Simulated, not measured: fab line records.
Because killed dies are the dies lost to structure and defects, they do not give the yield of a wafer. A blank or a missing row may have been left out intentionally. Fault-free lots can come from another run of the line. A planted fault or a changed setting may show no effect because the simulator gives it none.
fab line records	flow n5_finfet
record lots=10	wafers=29	last_day=17
route steps=1938 shown SD_ACTIVATION@331 ILD0@342 SDB@347 BEOL_M4@1111 PASSIVATION@1936
lots with no fault: from the same line, run without faults
start_h: hours from the record's opening day to when the first of the lot's shown wafers began	wait_h: how many hours have passed since the lot's step before this one	" as in the row above	L1.1+2: several wafers, shown together as one row	- no value present, or no start provided	* or withheld: withheld	< > ~ a bound
route shown NAME@n: names a module that has steps shown in the file, with the first one's number in the route	usual: average and standard deviation across the fault-free wafers	same: alike in all rows	chamber/n: place in a boat	sites: each site's reading	_std_site: how widely they spread, as a standard deviation	_edge_site: outer sites' mean less inner sites'	radius_mm: for every site, how far away it sits from the centre of the wafer	mask NAME#n: copy n	behind: the most recent tool/chamber to have shaped the wafer	hold: the reason the lot was held/the length of the hold in hours/how it ended	device: transistor that didn't switch, given as n, p or np	end of line: at the end of the route, the tests of the same wafers	a step without rows: its recipe alone	killed: dies lost to structure and defects at the first sort, not the wafer's yield	map: the dies of a wafer, with x for killed, . for not killed, _ for no die there
set.NAME: the setting the step ran with; set.NAME@STEP: the setting that earlier step ran with	model.NAME: the simulator's own value behind a step, which no gauge read
the route's steps for a sample of lots (tables are steps, rows are wafers)
services: when a tool's chamber went out of use (start_h, in hours from the record's first day, below 0 if earlier), for how many hours, and the reason
## steps
# step N5_SD_ACTIVATION_LSA_01
# recipe temp_c=1080	time_s=0.0008	ambient=N2
# usual wafer_temp_C_max=1086.8/1.9
lot.wafer	tool	chamber	start_h	wait_h	wafer_temp_C_max
L345.2	laser_anneal-02	0	56.42	0.2	1090.4
L345.5	"	0	"	"	1089.0
L346.3	laser_anneal-02	0	63.36	0.2	1086.1
L346.5	"	0	"	"	1088.0
L346.6	"	0	"	"	1088.2
L349.3	laser_anneal-01	0	83.46	0.2	1084.5
L349.4	"	0	"	"	1083.8
L349.6	"	0	"	"	1084.3
L351.2	laser_anneal-01	0	93.01	0.2	1085.9
L351.4	"	0	"	"	1087.8
L351.6	"	0	"	"	1084.8
L353.2	laser_anneal-01	0	106.71	0.2	1084.5
L353.5	"	0	"	"	1084.6
L353.6	"	0	"	"	1084.8
L356.1	laser_anneal-01	0	130.58	0.2	1085.9
L356.2	"	0	"	"	1087.1
L356.6	"	0	"	"	1086.0
L357.2	laser_anneal-02	0	132.90	0.2	1087.0
L357.3	"	0	"	"	1086.3
L357.6	"	0	"	"	1087.8
L360.2	laser_anneal-01	0	149.24	0.2	1086.8
L360.4	"	0	"	"	1085.0
L360.5	"	0	"	"	1085.7
L365.1	laser_anneal-02	0	180.12	0.2	1090.7
L365.5	"	0	"	"	1088.8
L365.6	"	0	"	"	1088.3
L368.2	laser_anneal-01	0	198.77	0.2	1083.9
L368.4	"	0	"	"	1085.7
L368.5	"	0	"	"	1083.8
# step N5_ILD0_PRECLEAN_10
# recipe chemistry=NF3:NH3	afs_cycles=5	time_s=20	temp_c=30	sublimation_temp_c=180	sublimation_time_s=60	pressure_torr=3	rf_power_w=30
# usual pressure_torr=3.000/0.0063	rf_power_w=30.00/0.11	sublimation_temp_c=180.00/0.15	time_s=20/0
lot.wafer	tool	chamber	start_h	wait_h	pressure_torr	rf_power_w	sublimation_temp_c	time_s
L345.2	remote_plasma-01	0	60.08	0.1	2.998	30.13	179.93	20
L345.5	"	0	"	"	3.002	30.05	180.20	20
L346.3	remote_plasma-01	1	67.11	0.3	2.988	29.98	180.09	20
L346.5	"	1	"	"	3.009	30.04	179.88	20
L346.6	"	1	"	"	2.998	29.96	179.92	20
L349.3	remote_plasma-01	0	87.56	0.3	2.988	29.96	180.04	20
L349.4	"	0	"	"	2.995	30.11	180.14	20
L349.6	"	0	"	"	2.992	30.15	180.07	20
L351.2	remote_plasma-02	0	98.08	0.1	3.005	30.00	179.99	20
L351.4	"	0	"	"	3.006	30.03	180.24	20
L351.6	"	0	"	"	3.005	30.12	180.05	20
L353.2	remote_plasma-02	1	110.42	0.1	2.992	29.85	180.03	20
L353.5	"	1	"	"	3.001	29.87	180.01	20
L353.6	"	1	"	"	3.006	29.76	180.16	20
L356.1	remote_plasma-02	0	134.17	0.0	3.001	30.00	180.11	22.028
L356.2	"	0	"	"	3.009	29.76	180.12	22.028
L356.6	"	0	"	"	2.998	29.90	180.17	22.028
L357.2	remote_plasma-02	1	136.56	0.1	2.992	30.02	180.02	22.028
L357.3	"	1	"	"	3.000	29.97	180.07	22.028
L357.6	"	1	"	"	3.004	30.11	180.18	22.028
L360.2	remote_plasma-01	1	152.90	0.1	2.998	29.88	180.09	20
L360.4	"	1	"	"	2.994	29.94	180.23	20
L360.5	"	1	"	"	3.003	29.92	179.90	20
L365.1	remote_plasma-01	0	184.12	0.0	3.001	30.09	179.91	20
L365.5	"	0	"	"	2.990	30.11	180.13	20
L365.6	"	0	"	"	2.991	30.11	179.79	20
L368.2	remote_plasma-01	1	202.45	0.1	3.005	29.93	180.05	20
L368.4	"	1	"	"	3.009	29.98	180.12	20
L368.5	"	1	"	"	3.008	30.02	180.13	20
# step N5_ILD0_ALD_15
# recipe material=SiNx	target_thk_a=240	temp_c=400	ald_precursor_family=SiH2I2	ald_co_reactant=N2/H2-plasma	pulse_time_s=1	ald_cycles=480	purge_time_s=2	co_reactant_purge_time_s=2	pressure_torr=2
# usual heater_power_outer_w=521/54	heater_power_w=854/80	precursor_pulse_height_rel=1.001/0.021
lot.wafer	tool	chamber	start_h	wait_h	heater_power_outer_w	heater_power_w	precursor_pulse_height_rel
L345.2	ald_sin-04	0	60.65	0.5	508	806	1.018
L345.5	"	1	61.74	1.2	480	811	0.958
L346.3	ald_sin-02	3	67.65	0.4	528	880	1.012
L346.5	"	2	68.73	1.3	528	829	1.010
L346.6	"	1	"	"	460	795	1.034
L349.3	ald_sin-03	0	88.03	0.4	613	918	0.997
L349.4	"	2	"	"	445	754	1.029
L349.6	"	2	89.11	1.1	433	755	1.003
L351.2	ald_sin-02	0	98.65	0.5	488	809	0.988
L351.4	"	3	"	"	528	884	1.007
L351.6	"	3	99.74	1.1	524	871	1.004
L353.2	ald_sin-04	2	111.03	0.5	637	1031	1.027
L353.5	"	0	112.12	1.3	528	788	1.014
L353.6	"	3	"	"	547	884	0.994
L356.1	ald_sin-03	2	134.85	0.6	436	747	1.021
L356.2	"	1	"	"	581	884	1.004
L356.6	"	1	135.93	1.1	559	868	0.947
L357.2	ald_sin-04	3	137.14	0.5	552	890	0.989
L357.3	"	1	"	"	465	784	0.973
L357.6	"	1	138.22	1.1	453	780	0.979
L360.2	ald_sin-02	2	153.53	0.5	518	837	1.009
L360.4	"	1	"	"	469	803	0.990
L360.5	"	0	154.62	1.3	488	806	0.953
L365.1	ald_sin-02	3	184.92	0.7	538	883	1.035
L365.5	"	0	186.01	1.3	480	792	1.026
L365.6	"	1	"	"	474	809	1.004
L368.2	ald_sin-02	3	203.03	0.5	517	878	1.005
L368.4	"	1	"	"	466	809	1.037
L368.5	"	2	204.12	1.2	528	843	1.000
# step N5_SDB_HM_DEP_00
# recipe material=SiNx	target_thk_a=400	temp_c=400	precursor=SiH4/NH3/N2	pressure_torr=1.5	rf_w=300	time_s=35.3
# usual heater_power_outer_w=480/67	heater_power_w=794/110	showerhead_plenum_p_Torr=5.15/0.062	throttle_valve_pct=39.2/2.4
lot.wafer	tool	chamber	start_h	wait_h	heater_power_outer_w	heater_power_w	showerhead_plenum_p_Torr	throttle_valve_pct
L345.2	pecvd-03	2	63.21	0.0	543	897	5.01	38.6
L345.5	"	1	"	"	515	815	5.21	40.8
L346.3	pecvd-03	1	70.21	0.0	463	754	5.20	40.8
L346.5	"	1	"	"	460	747	5.21	40.7
L346.6	"	2	"	"	536	894	5.01	38.5
L349.3	pecvd-03	0	90.59	0.0	499	829	5.18	39.8
L349.4	"	0	"	"	491	832	5.19	39.4
L349.6	"	2	"	"	558	933	5.01	38.5
L351.2	pecvd-01	1	101.21	0.0	487	806	5.14	36.1
L351.4	"	0	"	"	375	575	5.21	41.8
L351.6	"	2	"	"	518	836	5.11	35.5
L353.2	pecvd-01	0	113.59	0.0	422	616	5.20	41.7
L353.5	"	2	"	"	450	760	5.11	35.7
L353.6	"	1	"	"	487	770	5.15	36.3
L356.1	pecvd-01	1	137.40	0.0	434	704	5.15	36.5
L356.2	"	2	"	"	468	782	5.11	36.1
L356.6	"	0	"	"	434	642	5.20	41.9
L357.2	pecvd-02	1	139.69	0.0	433	721	5.21	36.9
L357.3	"	2	"	"	401	727	5.19	39.9
L357.6	"	0	"	"	599	956	5.15	43.2
L360.2	pecvd-03	1	156.09	0.0	445	728	5.21	40.7
L360.4	"	0	"	"	504	872	5.19	39.7
L360.5	"	2	"	"	553	894	4.99	38.6
L365.1	pecvd-01	0	187.48	0.0	433	640	5.21	42.0
L365.5	"	1	"	"	416	704	5.15	36.3
L365.6	"	0	"	"	439	648	5.20	41.9
L368.2	pecvd-01	0	205.59	0.0	386	586	5.21	41.8
L368.4	"	0	"	"	363	567	5.20	41.8
L368.5	"	1	"	"	487	811	5.16	36.2
# step N5_BEOL_M4_RC_MEAS_101
# usual DIBL_N=36.9/1.6	DIBL_P=37.1/2	IOFF_N=0.17/0.032	IOFF_P=0.22/0.036	ION_N=674/12	ION_P=463/7.8	SS_N=71.7/0.63	SS_P=73.5/0.62	VT_N=249/3.3	VT_P=-250/3.5
lot.wafer	tool	chamber	start_h	wait_h	DIBL_N[mV/V]	DIBL_P[mV/V]	IOFF_N[nA/um]	IOFF_P[nA/um]	ION_N[uA/um]	ION_P[uA/um]	SS_N[mV/dec]	SS_P[mV/dec]	VT_N[mV]	VT_P[mV]
L345.2	prober-01	0	179.83	0.2	36.2	35.7	0.16	0.21	685	463	72.0	73.2	248	-251
L345.5	"	0	"	"	38.1	38.2	0.20	0.25	693	468	72.9	74.0	245	-246
L346.3	prober-02	0	188.90	0.3	36.8	37.8	0.15	0.27	664	466	71.3	73.3	252	-245
L346.5	"	0	"	"	36.7	36.2	0.15	0.24	649	462	71.9	73.0	251	-247
L346.6	"	0	"	"	37.8	37.1	0.17	0.25	666	466	71.1	73.1	249	-244
L349.3	prober-01	0	206.15	0.3	34.7	36.2	0.13	0.19	656	462	70.8	73.8	253	-251
L349.4	"	0	"	"	38.3	39.0	0.18	0.22	672	457	72.0	74.0	249	-251
L349.6	"	0	"	"	35.0	35.9	0.14	0.18	665	463	70.9	73.2	251	-252
L351.2	prober-01	0	209.52	0.2	34.4	35.1	0.13	0.20	658	452	70.9	72.9	252	-250
L351.4	"	0	"	"	36.5	37.8	0.17	0.25	667	463	71.6	73.6	248	-246
L351.6	"	0	"	"	37.6	37.8	0.18	0.25	674	464	72.0	73.8	247	-245
L353.2	prober-01	0	236.71	0.2	35.6	37.6	0.16	0.21	676	466	71.0	73.9	250	-249
L353.5	"	0	"	"	35.7	37.9	0.16	0.22	674	458	71.9	73.2	250	-252
L353.6	"	0	"	"	34.7	36.8	0.14	0.20	659	459	71.3	72.9	254	-252
L356.1	prober-02	0	240.17	0.0	39.5	37.4	0.17	0.19	668	444	72.3	73.3	248	-253
L356.2	"	0	"	"	39.5	37.6	0.18	0.20	687	466	72.0	74.1	247	-252
L356.6	"	0	"	"	37.1	34.6	0.13	0.15	661	450	71.7	72.9	255	-258
L357.2	prober-01	0	249.72	0.2	33.2	33.8	0.11	0.13	658	451	71.9	72.2	258	-257
L357.3	"	0	"	"	34.9	38.0	0.13	0.19	650	451	71.8	72.7	258	-253
L357.6	"	0	"	"	34.9	36.9	0.14	0.17	664	457	71.5	72.2	252	-254
L360.2	prober-01	0	257.42	0.2	38.2	39.2	0.21	0.25	688	465	72.6	74.0	247	-244
L360.4	"	0	"	"	37.9	39.5	0.21	0.25	679	465	72.9	73.4	246	-249
L360.5	"	0	"	"	35.0	36.4	0.15	0.21	662	457	71.8	73.9	248	-252
L365.1	prober-02	0	298.40	0.0	38.9	36.3	0.19	0.25	672	465	73.1	74.1	250	-247
L365.5	"	0	"	"	36.9	34.8	0.15	0.23	674	463	71.7	74.1	251	-249
L365.6	"	0	"	"	35.1	33.3	0.13	0.20	666	462	71.1	73.0	253	-250
L368.2	prober-01	0	310.08	0.2	36.4	37.4	0.16	0.24	676	469	71.2	73.3	247	-245
L368.4	"	0	"	"	37.4	38.7	0.17	0.25	677	467	70.5	73.9	249	-247
L368.5	"	0	"	"	34.4	35.7	0.12	0.21	664	467	71.0	72.7	255	-249
# step N5_PASSIVATION_PROBE_49
# usual defect_limited_yield=90.9/1.6	killed_at_M0_to_M3=34/11	killed_at_M4_up=14/5.7	killed_at_contacts=13/6.5	killed_at_front_end=43/11	killed_at_other=4/3.1	killed_dies=107/19	killed_on_rim=14/3.9	killed_open=71/14	killed_short=35/7.9	sort_bin_5_function=5.3/1.1	sort_bin_6_memory=3.4/0.74	sort_bin_8_speed=0.00/0.014	sort_n_pass=1073/19
# same gross_dies=1180	killed_at_back_side=0	sort_bin_4_leakage[%]=0
lot.wafer	tool	chamber	start_h	wait_h	defect_limited_yield[%]	killed_at_M0_to_M3	killed_at_M4_up	killed_at_contacts	killed_at_front_end	killed_at_other	killed_dies	killed_on_rim	killed_open	killed_short	sort_bin_5_function[%]	sort_bin_6_memory[%]	sort_bin_8_speed[%]	sort_n_pass
L353.6	prober-01	-	345.91	0.3	90.8	22	20	22	43	1	108	15	77	31	6.0	2.9	0	1072
L357.2	prober-01	-	347.68	0.1	92.8	19	12	12	40	2	85	13	58	27	4.4	2.6	0	1095
L357.3	prober-01	-	347.73	0.1	89.9	25	10	8	65	11	119	12	65	53	6.2	3.5	0	1061
L357.6	prober-01	-	347.88	0.3	90.6	30	13	12	48	8	111	22	75	35	5.4	3.5	0	1069
L360.2	prober-02	-	357.19	0.1	89.7	38	30	18	31	5	122	18	81	40	6.1	4.1	0	1058
L360.4	prober-02	-	357.29	0.2	91.6	27	24	16	31	1	99	13	71	27	4.7	3.6	0	1081
L360.5	prober-02	-	357.34	0.2	90.9	42	15	6	42	2	107	12	69	32	5.3	3.1	0	1073
L365.1	prober-01	-	392.62	0.0	91.9	41	11	8	35	1	96	10	59	37	4.7	3.3	0	1084
L365.5	prober-01	-	392.82	0.2	89.2	39	17	8	63	0	127	10	83	43	5.6	4.7	0	1053
L365.6	prober-01	-	392.87	0.3	89.2	34	29	15	45	5	128	15	80	48	6.5	4.1	0	1052
# killed by level:class
L353.6 MOL_CONTACT_COAG:geometric_particle:open=19 FIN_SAQP:geometric_particle:open=18 BEOL_M4:geometric_particle:open=10 BEOL_M1:geometric_particle:open=8 FIN_SAQP:geometric_particle:short=7 STI_FIN_REVEAL:geometric_particle:open=4 BEOL_M2:geometric_particle:open=4 BEOL_M4:geometric_particle:short=4
L357.2 MOL_CONTACT_COAG:geometric_particle:open=10 FIN_SAQP:geometric_particle:short=6 STI_FIN_REVEAL:geometric_particle:open=6 BEOL_M2:geometric_particle:open=6 DUMMY_GATE:geometric_particle:open=5 BEOL_M4:geometric_particle:open=5 FIN_SAQP:geometric_particle:open=4 GATE_CUT:geometric_particle:open=4
L357.3 FIN_SAQP:geometric_particle:short=17 FIN_SAQP:geometric_particle:open=12 STI_FIN_REVEAL:geometric_particle:open=9 BEOL_M2:geometric_particle:open=9 ILD0:geometric_particle:open=5 GATE_CUT:geometric_particle:short=5 BEOL_M3:geometric_particle:short=5 MIM_BOT:geometric_particle:open=5
L357.6 STI_FIN_REVEAL:geometric_particle:open=14 MOL_CONTACT_COAG:geometric_particle:open=10 BEOL_M2:geometric_particle:open=8 FIN_SAQP:geometric_particle:short=6 DUMMY_GATE:geometric_particle:open=6 BEOL_M0_SAQP:geometric_particle:short=6 FIN_SAQP:geometric_particle:open=5 BEOL_M0_SAQP:geometric_particle:open=5
L360.2 MOL_CONTACT_COAG:geometric_particle:open=17 BEOL_M4:geometric_particle:open=16 BEOL_M1:geometric_particle:short=8 BEOL_M3:geometric_particle:open=8 FIN_SAQP:geometric_particle:short=7 BEOL_M4:geometric_particle:short=7 BEOL_M2:geometric_particle:open=6 FIN_SAQP:geometric_particle:open=5
L360.4 BEOL_M3:geometric_particle:open=12 MOL_CONTACT_COAG:geometric_particle:open=11 BEOL_M4:geometric_particle:open=10 FIN_SAQP:geometric_particle:open=8 GATE_CUT:geometric_particle:short=6 STI_FIN_REVEAL:geometric_particle:open=5 BEOL_M1:geometric_particle:open=5 BEOL_M5:geometric_particle:open=5
L360.5 FIN_SAQP:geometric_particle:open=12 BEOL_M3:geometric_particle:open=10 BEOL_M4:geometric_particle:open=8 FIN_SAQP:geometric_particle:short=7 BEOL_M0_SAQP:geometric_particle:short=7 BEOL_M1:geometric_particle:open=7 STI_FIN_REVEAL:geometric_particle:open=6 BEOL_M0_SAQP:geometric_particle:open=5
L365.1 BEOL_M0_SAQP:geometric_particle:open=9 BEOL_M0_SAQP:geometric_particle:short=8 FIN_SAQP:geometric_particle:open=7 MOL_CONTACT_COAG:geometric_particle:open=7 FIN_SAQP:geometric_particle:short=6 BEOL_M0:geometric_particle:short=5 BEOL_M4:geometric_particle:open=5 ILD0:geometric_particle:open=4
L365.5 FIN_SAQP:geometric_particle:open=18 FIN_SAQP:geometric_particle:short=16 ILD0:geometric_particle:open=9 BEOL_M2:geometric_particle:open=8 BEOL_M0:geometric_particle:open=7 BEOL_M4:geometric_particle:open=6 MOL_CONTACT_COAG:geometric_particle:open=6 BEOL_M0_SAQP:geometric_particle:short=6
L365.6 FIN_SAQP:geometric_particle:open=15 BEOL_M4:geometric_particle:open=12 MOL_CONTACT_COAG:geometric_particle:open=11 BEOL_M0_SAQP:geometric_particle:open=9 FIN_SAQP:geometric_particle:short=8 BEOL_M0_SAQP:geometric_particle:short=8 BEOL_M2:geometric_particle:open=6 MOL_CONTACT_COAG:geometric_particle:short=4
## services
tool	chamber	start_h	hours	kind
ald_sin-03	0	39.78	16.9	repair
laser_anneal-02	-	42.72	10.3	pm
pecvd-01	-	47.95	1.1	repair
remote_plasma-01	-	71.81	2.6	repair
remote_plasma-02	-	73.90	1.0	repair
pecvd-01	1	78.31	5.5	scheduled_down
ald_sin-04	-	85.71	14.0	pm
laser_anneal-01	-	96.16	2.5	pm
ald_sin-03	-	102.03	0.7	repair
laser_anneal-02	-	108.62	3.3	pm
pecvd-03	2	114.00	2.1	scheduled_down
pecvd-01	1	122.09	4.4	repair
ald_sin-02	3	122.39	10.8	repair
ald_sin-03	3	131.97	21.6	repair
pecvd-02	-	157.09	1.2	repair
pecvd-02	0	160.48	9.3	repair
pecvd-02	-	170.23	1.2	repair
ald_sin-04	2	175.42	2.6	repair
ald_sin-03	-	177.74	14.0	pm
laser_anneal-01	-	189.93	0.8	repair
pecvd-03	-	195.89	6.0	pm
pecvd-03	2	202.38	-	clean
pecvd-03	2	202.38	-	consumable_replace:showerhead
pecvd-03	2	202.38	29.0	scheduled_down
## key
first_sign step=N5_ILD0_PRECLEAN_10	reading=time_s	direction=up	sigmas=99+	usual=*	struck=*
effect none on later readings
met_at N5_ILD0_PRECLEAN_10
struck_lots L356,L357
not_acting_at N5_SD_ACTIVATION_LSA_01,N5_ILD0_ALD_15,N5_SDB_HM_DEP_00
onset_between 110.42 134.17
fault kind=process_parameter_drift	tool=remote_plasma-02	chamber=-	onset_h=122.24	steps=N5_ILD0_PRECLEAN_10	channel=time_s	offset=*	shape=step	end_h=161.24	acts_in=*	stated=*
